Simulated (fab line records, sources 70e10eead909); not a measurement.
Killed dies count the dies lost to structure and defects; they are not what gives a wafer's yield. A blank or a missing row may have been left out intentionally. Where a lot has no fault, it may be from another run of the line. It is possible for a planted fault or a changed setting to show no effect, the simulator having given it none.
fab line records | flow nand-harc
[record] lots = 11 | wafers = 33 | last-day = 33
route steps=1302 shown A_CHANNEL_HOLE_D2@608 A_CHANNEL_FILL_D2@612 END@1302
lots that met no fault: taken from a fault-free run of the same line
start-h: start of the lot's first displayed wafer, in hours after the record's first day | wait-h: hours since the lot's step before | " the same as in the row above | L1.1+2: several wafers, shown together as one row | - no value present, or no start provided | * or withheld: withheld | < > ~ a bound
route shown NAME@n: a module of which the file shows steps, and the number in the route of the first | usual: average and standard deviation across the fault-free wafers | same: alike in all rows | chamber/n: place in a boat | sites: each site's reading | _std_site: standard deviation across them | _edge_site: inner sites' mean taken away from outer sites' mean | radius-mm: for every site, how far away it sits from the centre of the wafer | mask NAME#n: copy n | behind: the tool/chamber that last shaped the wafer | hold: the reason the lot was held/the length of the hold in hours/how it ended | device: the n, p or np transistor that did not switch | end of line: the same wafers' tests at the end of the route | for a step that has no rows: nothing shown but its recipe | killed: dies lost to structure and defects at the first sort, not the wafer's yield | map: shows each die of a wafer: x if killed, . if not, _ if none is there
set.NAME: setting as actually run; set.NAME@STEP: the setting as run at that earlier step | model.NAME: the simulator's own value behind a step, which no gauge read
one table for each step of the route and one row for each wafer, over a sample of lots
services: from which hour (start-h, from the record's first day; less than 0 if before it) a tool's chamber was out of use, for how many hours, and why
[[steps]]
[step NHARC_A_CHANNEL_HOLE_D2_XSEM_32]
[recipe] landing-energy-ev = 35000
[usual] bot-cd-nm = 74.3/1.1 | bow-nm = 8.5/0.33 | tilt-deg = 0.08/0.045
lot.wafer | tool    | chamber | start-h | wait-h | bot-cd-nm | bow-nm | tilt-deg
L315.2    | xsem-02 | 0       | 324.99  | 0.1    | 74.7      | 8.6    | 0.14
L315.3    | "       | 0       | "       | "      | 74.7      | 8.5    | 0.13
L315.4    | "       | 0       | "       | "      | 73.5      | 8.6    | 0.13
L314.3    | xsem-01 | 0       | 329.21  | 0.1    | 71.4      | 8.4    | 0.01
L314.5    | "       | 0       | "       | "      | 72.9      | 8.5    | 0.01
L314.6    | "       | 0       | "       | "      | 73.0      | 8.4    | 0.01
L317.2    | xsem-02 | 0       | 345.13  | 0.1    | 75.5      | 8.1    | 0.06
L317.3    | "       | 0       | "       | "      | 75.6      | 8.2    | 0.06
L317.6    | "       | 0       | "       | "      | 75.1      | 8.2    | 0.06
L322.2    | xsem-02 | 0       | 401.86  | 0.1    | 72.7      | 8.0    | 0.09
L322.4    | "       | 0       | "       | "      | 73.2      | 7.9    | 0.09
L322.6    | "       | 0       | "       | "      | 74.0      | 7.9    | 0.09
L324.1    | xsem-01 | 0       | 403.76  | 0.1    | 74.0      | 8.2    | 0.11
L324.4    | "       | 0       | "       | "      | 76.1      | 8.2    | 0.11
L324.5    | "       | 0       | "       | "      | 74.1      | 8.2    | 0.11
L323.3    | xsem-02 | 0       | 406.04  | 0.1    | 73.8      | 7.9    | 0.15
L323.4    | "       | 0       | "       | "      | 74.3      | 7.8    | 0.15
L323.5    | "       | 0       | "       | "      | 72.6      | 7.9    | 0.14
L330.2    | xsem-01 | 0       | 465.31  | 0.1    | 74.5      | 9.1    | 0.04
L330.3    | "       | 0       | "       | "      | 74.8      | 9.1    | 0.04
L330.5    | "       | 0       | "       | "      | 74.1      | 9.2    | 0.04
L331.3    | xsem-02 | 0       | 481.74  | 0.1    | 75.4      | 9.0    | 0.05
L331.4    | "       | 0       | "       | "      | 74.1      | 8.9    | 0.05
L331.5    | "       | 0       | "       | "      | 74.6      | 8.9    | 0.05
L332.1    | xsem-01 | 0       | 485.02  | 0.1    | 75.5      | 8.6    | 0.11
L332.2    | "       | 0       | "       | "      | 74.6      | 8.7    | 0.12
L332.3    | "       | 0       | "       | "      | 75.3      | 8.7    | 0.11
L333.2    | xsem-01 | 0       | 514.27  | 0.1    | 75.7      | 8.9    | 0.03
L333.3    | "       | 0       | "       | "      | 73.6      | 8.9    | 0.03
L333.5    | "       | 0       | "       | "      | 74.3      | 9.0    | 0.03
L334.3    | xsem-01 | 0       | 518.31  | 0.1    | 73.3      | 9.0    | 0.06
L334.5    | "       | 0       | "       | "      | 72.0      | 9.0    | 0.06
L334.6    | "       | 0       | "       | "      | 73.2      | 9.1    | 0.06
[step NHARC_A_CHANNEL_FILL_D2_ALD_02]
[recipe] target-thk-a = 60 | pulse-time-s = 10 | ald-cycles = 60 | temp-c = 300 | material = SiO2
[usual] heater-power-w = 471/51 | precursor-pulse-height-rel = 1.000/0.019 | susceptor-temp-C = 300.01/0.2
lot.wafer | tool      | chamber | start-h | wait-h | heater-power-w | precursor-pulse-height-rel | susceptor-temp-C
L315.3    | ald-hk-01 | 0       | 326.59  | 1.4    | 409            | 1.022                      | 299.68
L315.2    | "         | 1       | "       | "      | 467            | 0.981                      | 299.68
L315.4    | "         | 2       | "       | "      | 462            | 1.018                      | 300.00
L314.3    | ald-hk-01 | 3       | 329.50  | -      | 559            | 1.038                      | 300.03
L314.6    | "         | 3       | "       | "      | 543            | 1.015                      | 300.03
L314.5    | "         | 0       | "       | "      | 402            | 1.005                      | 300.14
L317.2    | ald-hk-02 | 3       | 345.42  | -      | 519            | 1.028                      | 300.03
L317.3    | "         | 2       | "       | "      | 504            | 0.961                      | 300.03
L317.6    | "         | 3       | "       | "      | 515            | 1.008                      | 300.43
L322.4    | ald-hk-02 | 3       | 402.29  | -      | 526            | 0.991                      | 300.24
L322.2    | "         | 0       | "       | "      | 484            | 0.999                      | 300.19
L322.6    | "         | 2       | "       | "      | 496            | 0.996                      | 300.14
L324.1    | ald-hk-04 | 2       | 404.13  | -      | 460            | 0.982                      | 300.23
L324.4    | "         | 3       | "       | "      | 455            | 1.032                      | 299.50
L324.5    | "         | 2       | "       | "      | 450            | 0.981                      | 300.32
L323.3    | ald-hk-04 | 3       | 406.47  | -      | 462            | 0.997                      | 299.99
L323.4    | "         | 0       | "       | "      | 548            | 0.970                      | 300.15
L323.5    | "         | 2       | "       | "      | 458            | 0.978                      | 299.99
L330.3    | ald-hk-02 | 1       | 465.61  | -      | 449            | 0.974                      | 300.15
L330.2    | "         | 2       | "       | "      | 508            | 0.996                      | 300.13
L330.5    | "         | 1       | "       | "      | 457            | 0.988                      | 300.04
L331.4    | ald-hk-04 | 2       | 482.10  | -      | 482            | 1.002                      | 300.05
L331.3    | "         | 0       | "       | "      | 538            | 0.993                      | 300.14
L331.5    | "         | 2       | "       | "      | 484            | 0.990                      | 300.23
L332.3    | ald-hk-04 | 2       | 485.32  | -      | 486            | 1.044                      | 299.77
L332.1    | "         | 0       | "       | "      | 521            | 1.017                      | 300.26
L332.2    | "         | 1       | "       | "      | 372            | 0.988                      | 300.14
L333.2    | ald-hk-01 | 0       | 514.56  | -      | 417            | 1.005                      | 299.99
L333.3    | "         | 1       | "       | "      | 462            | 0.980                      | 299.78
L333.5    | "         | 0       | "       | "      | 420            | 1.002                      | 299.84
L334.3    | ald-hk-02 | 3       | 518.73  | -      | 527            | 0.985                      | 300.17
L334.6    | "         | 3       | "       | "      | 526            | 0.996                      | 300.11
L334.5    | "         | 0       | "       | "      | 485            | 0.995                      | 299.72
[step NHARC_A_CHANNEL_FILL_D2_ANNEAL_22]
[recipe] temp-c = 620 | time-s = 7200
[usual] spike-tc-bottom-C = 642.6/1.5 | spike-tc-centre-C = 621.0/1 | spike-tc-lower-C = 620.2/1.7 | spike-tc-top-C = 637.5/1.1 | spike-tc-upper-C = 619.4/0.96 | tube-center-temp-C = 620.01/0.055 | tube_center_temp_C_max = 621.59/0.24 | zone-power-lower-pct = 8.5/0.49 | zone-power-upper-pct = 8.64/0.17
lot.wafer | tool       | chamber | start-h | wait-h | spike-tc-bottom-C | spike-tc-centre-C | spike-tc-lower-C | spike-tc-top-C | spike-tc-upper-C | tube-center-temp-C | tube_center_temp_C_max | zone-power-lower-pct | zone-power-upper-pct
L315.2    | furnace-02 | 0       | 358.36  | 3.4    | 642.9             | 621.4             | 621.0            | 640.9          | 618.0            | 619.91             | 621.65                 | 9.3                  | 8.49
L315.3    | "          | 0       | "       | "      | 641.6             | 621.8             | 619.5            | 636.2          | 619.6            | 619.94             | 621.67                 | 9.3                  | 8.42
L315.4    | "          | 0       | "       | "      | 641.9             | 624.0             | 620.2            | 639.9          | 618.1            | 620                | 621.14                 | 9.2                  | 8.41
L314.3    | furnace-07 | 0       | 361.77  | 3.2    | 641.8             | 622.2             | 622.6            | 637.5          | 619.1            | 619.99             | 621.10                 | 9.1                  | 8.45
L314.5    | "          | 0       | "       | "      | 642.3             | 619.0             | 620.8            | 636.1          | 619.4            | 619.95             | 621.39                 | 9.2                  | 8.49
L314.6    | "          | 0       | "       | "      | 641.8             | 620.1             | 622.6            | 637.2          | 619.7            | 620.06             | 622.11                 | 9.2                  | 8.40
L317.2    | furnace-03 | 0       | 378.21  | 3.9    | 644.1             | 621.5             | 617.9            | 638.5          | 620.0            | 620.02             | 621.48                 | 8.2                  | 8.84
L317.3    | "          | 0       | "       | "      | 646.0             | 622.0             | 618.5            | 636.4          | 621.2            | 620.02             | 621.34                 | 8.2                  | 8.73
L317.6    | "          | 0       | "       | "      | 644.5             | 620.2             | 619.5            | 636.2          | 618.6            | 619.9              | 621.57                 | 8.2                  | 8.75
L322.2    | furnace-07 | 0       | 433.33  | 2.9    | 624.3             | 605.5             | 606.7            | 622.8          | 602.8            | 603.96             | 605.90                 | 8.7                  | 8.22
L322.4    | "          | 0       | "       | "      | 624.3             | 605.2             | 605.8            | 621.6          | 603.3            | 604.02             | 605.77                 | 8.5                  | 7.93
L322.6    | "          | 0       | "       | "      | 626.2             | 604.7             | 605.4            | 622.2          | 602.2            | 603.91             | 605.94                 | 8.7                  | 8.26
L324.1    | furnace-07 | 0       | 433.33  | 2.9    | 625.1             | 605.3             | 606.6            | 621.3          | 604.3            | 604.1              | 605.59                 | 8.7                  | 8.22
L324.4    | "          | 0       | "       | "      | 623.1             | 603.2             | 606.0            | 621.4          | 602.6            | 604.08             | 605.83                 | 8.5                  | 8.06
L324.5    | "          | 0       | "       | "      | 624.8             | 604.5             | 606.6            | 620.5          | 603.2            | 603.94             | 605.47                 | 8.7                  | 7.90
L323.3    | furnace-07 | 0       | 438.57  | 2.9    | 623.5             | 604.2             | 606.5            | 621.3          | 604.5            | 604.04             | 605.50                 | 8.6                  | 8.08
L323.4    | "          | 0       | "       | "      | 623.4             | 606.1             | 606.9            | 622.5          | 603.5            | 603.94             | 605.18                 | 8.5                  | 8.17
L323.5    | "          | 0       | "       | "      | 625.8             | 605.0             | 605.8            | 620.6          | 603.8            | 604.07             | 605.54                 | 8.6                  | 8.03
L330.2    | furnace-03 | 0       | 500.94  | 6.2    | 644.0             | 621.3             | 618.3            | 636.4          | 617.9            | 619.97             | 621.40                 | 8.0                  | 8.58
L330.3    | "          | 0       | "       | "      | 642.1             | 622.8             | 619.1            | 639.2          | 620.1            | 620.06             | 621.34                 | 8.1                  | 8.72
L330.5    | "          | 0       | "       | "      | 643.4             | 620.7             | 619.6            | 636.9          | 619.6            | 619.99             | 621.48                 | 8.1                  | 8.66
L331.3    | furnace-07 | 0       | 514.53  | 3.1    | 640.2             | 618.4             | 621.5            | 635.1          | 618.7            | 620.06             | 621.40                 | 9.1                  | 8.37
L331.4    | "          | 0       | "       | "      | 640.9             | 620.3             | 621.4            | 638.2          | 620.0            | 619.96             | 621.59                 | 9.1                  | 8.44
L331.5    | "          | 0       | "       | "      | 639.6             | 621.4             | 623.0            | 638.2          | 619.4            | 619.99             | 621.30                 | 8.9                  | 8.43
L332.1    | furnace-03 | 0       | 521.24  | 3.5    | 643.3             | 620.4             | 619.7            | 638.0          | 620.2            | 619.97             | 622.01                 | 7.9                  | 8.84
L332.2    | "          | 0       | "       | "      | 645.4             | 621.7             | 621.6            | 636.3          | 619.3            | 620.1              | 621.65                 | 8.3                  | 8.75
L332.3    | "          | 0       | "       | "      | 643.0             | 621.2             | 618.9            | 637.8          | 620.3            | 620.09             | 621.42                 | 8.2                  | 8.85
L333.2    | furnace-03 | 0       | 549.59  | 3.5    | 643.4             | 620.2             | 618.1            | 638.9          | 620.8            | 619.91             | 622.01                 | 8.1                  | 8.94
L333.3    | "          | 0       | "       | "      | 645.1             | 622.1             | 619.1            | 636.0          | 620.8            | 619.96             | 621.48                 | 8.1                  | 8.85
L333.5    | "          | 0       | "       | "      | 644.5             | 619.3             | 620.4            | 637.7          | 621.0            | 619.98             | 621.41                 | 8.1                  | 8.72
L334.3    | furnace-03 | 0       | 549.59  | 3.5    | 641.6             | 620.7             | 617.6            | 637.2          | 618.7            | 619.95             | 621.40                 | 8.1                  | 8.85
L334.5    | "          | 0       | "       | "      | 643.3             | 620.6             | 619.2            | 637.8          | 618.6            | 619.86             | 621.08                 | 8.1                  | 8.79
L334.6    | "          | 0       | "       | "      | 643.2             | 620.5             | 620.1            | 638.5          | 619.1            | 620.11             | 621.92                 | 8.1                  | 8.73
[step NHARC_A_CHANNEL_FILL_D2_STRIP_29]
[recipe] time-s = 20 | o2-flow-sccm = 500 | ar-flow-sccm = 0 | bias-w = 0 | chemistry = O2
[usual] drypump-motor-current-A = 5.9/0.45 | o2-flow-sccm = 499.9/1.4 | oes-product-au = 1.000/0.0076 | rf-vpp-V = 57.9/0.94 | showerhead-plenum-p-Torr = 3.53/0.13 | throttle-valve-pct = 17.035/0.0089
lot.wafer | tool        | chamber | start-h | wait-h | drypump-motor-current-A | o2-flow-sccm | oes-product-au | rf-hours-counter-h | rf-vpp-V | showerhead-plenum-p-Torr | throttle-valve-pct
L315.4    | rie-diel-09 | 2       | -       | -      | 6.3                     | 501.5        | 1.000          | 4                  | 57.7     | 3.59                     | 17.016
L315.2    | "           | 3       | "       | "      | 5.7                     | 500.6        | 1.000          | 4                  | 56.4     | 3.29                     | 17.028
L315.3    | "           | 1       | "       | "      | 5.6                     | 497.9        | 1.014          | 4                  | 58.4     | 3.71                     | 17.041
L314.3    | rie-diel-11 | 3       | -       | -      | 5.5                     | 501.9        | 0.998          | 3                  | 58.0     | 3.56                     | 17.040
L314.6    | "           | 3       | "       | "      | 5.6                     | 502.1        | 1.003          | -                  | 57.0     | 3.56                     | 17.026
L314.5    | "           | 0       | "       | "      | 6.0                     | 499.7        | 0.999          | -                  | 58.7     | 3.62                     | 17.025
L317.3    | rie-diel-11 | 0       | -       | -      | 6.0                     | 497.4        | 1.006          | 4                  | 59.1     | 3.62                     | 17.042
L317.2    | "           | 2       | "       | "      | 6.6                     | 499.5        | 1.004          | 4                  | 55.8     | 3.31                     | 17.028
L317.6    | "           | 0       | "       | "      | 6.0                     | 500.2        | 1.007          | -                  | 58.8     | 3.62                     | 17.046
L322.4    | rie-diel-13 | 1       | -       | -      | 5.6                     | 499.4        | 0.999          | 3                  | 57.2     | 3.72                     | 17.034
L322.2    | "           | 3       | "       | "      | 6.3                     | 500.2        | 0.994          | 3                  | 58.3     | 3.66                     | 17.024
L322.6    | "           | 1       | "       | "      | 5.6                     | 500.0        | 1.001          | -                  | 58.2     | 3.72                     | 17.029
L324.4    | rie-diel-09 | 1       | -       | -      | 5.6                     | 497.9        | 1.007          | 19                 | 58.4     | 3.71                     | 17.040
L324.1    | "           | 3       | "       | "      | 5.7                     | 499.5        | 1.000          | 20                 | 57.6     | 3.29                     | 17.030
L324.5    | "           | 0       | "       | "      | 6.4                     | 496.6        | 1.000          | -                  | 57.1     | 3.36                     | 17.038
L323.3    | rie-diel-11 | 0       | -       | -      | 6.0                     | 501.1        | 0.999          | 0                  | 58.6     | 3.62                     | 17.028
L323.4    | "           | 2       | "       | "      | 6.5                     | 498.9        | 1.003          | 0                  | 58.2     | 3.31                     | 17.022
L323.5    | "           | 0       | "       | "      | 6.1                     | 500.7        | 0.993          | -                  | 59.1     | 3.62                     | 17.041
L330.3    | rie-diel-11 | 0       | -       | -      | 6.0                     | 499.0        | 0.997          | 2                  | 57.6     | 3.62                     | 17.040
L330.2    | "           | 2       | "       | "      | 6.6                     | 500.1        | 1.004          | 2                  | 57.5     | 3.31                     | 17.040
L330.5    | "           | 0       | "       | "      | 6.1                     | 501.2        | 1.005          | -                  | 57.3     | 3.62                     | 17.060
L331.3    | rie-diel-11 | 0       | -       | -      | 6.0                     | 497.8        | 1.003          | 2                  | 59.1     | 3.62                     | 17.031
L331.4    | "           | 1       | "       | "      | 5.7                     | 499.2        | 0.993          | 2                  | 56.1     | 3.46                     | 17.031
L331.5    | "           | 3       | "       | "      | 5.5                     | 498.8        | 1.003          | -                  | 58.5     | 3.56                     | 17.036
L332.2    | rie-diel-11 | 3       | -       | -      | 5.6                     | 499.4        | 1.014          | 2                  | 55.9     | 3.56                     | 17.053
L332.3    | "           | 0       | "       | "      | 6.0                     | 498.1        | 1.002          | 2                  | 56.8     | 3.62                     | 17.039
L332.1    | "           | 2       | "       | "      | 6.6                     | 501.0        | 1.024          | 2                  | 58.6     | 3.31                     | 17.046
L334.3    | rie-diel-09 | 2       | -       | -      | 6.3                     | 500.4        | 1.004          | 10                 | 58.0     | 3.57                     | 17.022
L334.6    | "           | 3       | "       | "      | 5.7                     | 499.0        | 1.004          | -                  | 57.6     | 3.28                     | 17.033
L334.5    | "           | 0       | "       | "      | 6.4                     | 502.0        | 0.992          | -                  | 55.4     | 3.35                     | 17.034
L333.2    | rie-diel-11 | 2       | 559.50  | 0.1    | 6.6                     | 502.0        | 1.014          | 3                  | 57.5     | 3.31                     | 17.036
L333.3    | "           | 1       | "       | "      | 5.7                     | 496.4        | 0.998          | 3                  | 59.0     | 3.46                     | 17.040
L333.5    | "           | 0       | "       | "      | 6.1                     | 498.1        | 1.001          | -                  | 57.1     | 3.62                     | 17.039
[step NHARC_END_SORT_01]
[recipe] temp-c = 25
[usual] killed-at-array = 52/20 | killed-at-other = 1.0/1.3 | killed-at-periphery = 3.7/2.2 | killed-dies = 57/20 | killed-open = 3.2/1.6 | killed-short = 2.4/1.6
[same] gross-dies = 677
lot.wafer | tool      | chamber | start-h | wait-h | killed-at-array | killed-at-other | killed-at-periphery | killed-dies | killed-open | killed-short
L324.1    | prober-02 | 0       | 656.22  | 2.5    | 41              | 2               | 3                   | 46          | 2           | 4
L324.4    | prober-02 | 0       | 658.64  | 3.4    | 27              | 5               | 4                   | 36          | 3           | 1
L324.5    | prober-02 | 0       | 659.44  | 3.7    | 28              | 4               | 4                   | 36          | 1           | 7
// killed by level:class
L324.1 A_CONTACT:chamber-film-flake=12 A_STAIRCASE:chamber-film-flake=7 A_BONDPAD:chamber-film-flake=7 A_CHANNEL_HOLE_D1:chamber-film-flake=6 A_BLC:chamber-film-flake=3 A_CHANNEL_HOLE_D2:geometric-particle:short=2 THIN_TSV:chamber-film-flake=2 P_STI:geometric-particle:short=1
L324.4 A_CHANNEL_HOLE_D1:chamber-film-flake=7 A_BONDPAD:chamber-film-flake=5 THIN_TSV:chamber-film-flake=5 P_M2:chamber-film-flake=4 A_STAIRCASE:chamber-film-flake=4 A_CONTACT:chamber-film-flake=3 A_BLC:chamber-film-flake=3 A_DECK1_JOINT:geometric-particle:short=1
L324.5 A_CONTACT:chamber-film-flake=6 A_BONDPAD:chamber-film-flake=6 A_STAIRCASE:chamber-film-flake=5 THIN_TSV:chamber-film-flake=4 A_WL_FILL:geometric-particle:short=3 A_CHANNEL_HOLE_D1:chamber-film-flake=3 A_CHANNEL_FILL_D1:geometric-particle:short=2 P_M2:chamber-film-flake=2
[[services]]
tool        | chamber | start-h | hours | kind
rie-diel-09 | -       | 320.42  | 9.0   | pm
rie-diel-11 | 0       | 338.21  | 6.9   | repair
rie-diel-13 | -       | 342.00  | 9.0   | pm
ald-hk-02   | -       | 348.00  | 10.0  | pm
rie-diel-13 | 2       | 352.19  | 5.6   | repair
rie-diel-13 | -       | 356.07  | 1.1   | repair
xsem-01     | -       | 364.77  | 1.8   | repair
rie-diel-13 | 2       | 367.75  | 12.4  | repair
rie-diel-09 | 2       | 370.08  | 2.7   | repair
xsem-01     | -       | 374.00  | 14.0  | pm
furnace-07  | -       | 389.46  | 26.0  | pm
rie-diel-13 | -       | 395.53  | 0.4   | repair
rie-diel-09 | 2       | 416.70  | 4.3   | repair
rie-diel-11 | -       | 432.50  | 9.0   | pm
ald-hk-04   | -       | 433.06  | 10.0  | pm
rie-diel-13 | 1       | 443.45  | 13.9  | repair
rie-diel-11 | -       | 450.76  | 0.4   | repair
rie-diel-11 | 2       | 473.41  | 2.4   | repair
rie-diel-09 | -       | 497.44  | 9.0   | pm
ald-hk-01   | -       | 497.64  | 0.3   | repair
ald-hk-02   | -       | 498.27  | 0.3   | repair
rie-diel-13 | -       | 519.00  | 9.0   | pm
rie-diel-13 | 2       | 543.28  | 13.5  | repair
rie-diel-11 | 3       | 555.53  | 7.7   | repair
[[key]]
[first-sign] step = NHARC_A_CHANNEL_FILL_D2_ANNEAL_22 | reading = tube-center-temp-C | direction = down | sigmas = 99+ | usual = * | struck = *
[effect] step = NHARC_A_CHANNEL_FILL_D2_ANNEAL_22 | reading = tube_center_temp_C_max | direction = down | sigmas = 66 | usual = * | struck = *
met-at NHARC_A_CHANNEL_FILL_D2_ANNEAL_22
struck-lots L322,L323,L324
tester-left-out L322,L323,L324
not-acting-at NHARC_A_CHANNEL_HOLE_D2_XSEM_32,NHARC_A_CHANNEL_FILL_D2_ALD_02,NHARC_A_CHANNEL_FILL_D2_STRIP_29
[fault] kind = process-parameter-drift | tool = furnace-07 | chamber = - | onset-h = 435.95 | steps = NHARC_A_CHANNEL_FILL_D2_ANNEAL_22 | channel = temp-c | offset = * | shape = step | end-h = 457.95 | acts-in = * | stated = *
// tester-left-out: of these lots the tester's yield and bins aren't shown, on N5 and GAA mostly nor the transistor test; their killed dies are dies lost to structure and defects alone, not to doping, threshold or leakage, so they don't give the yield
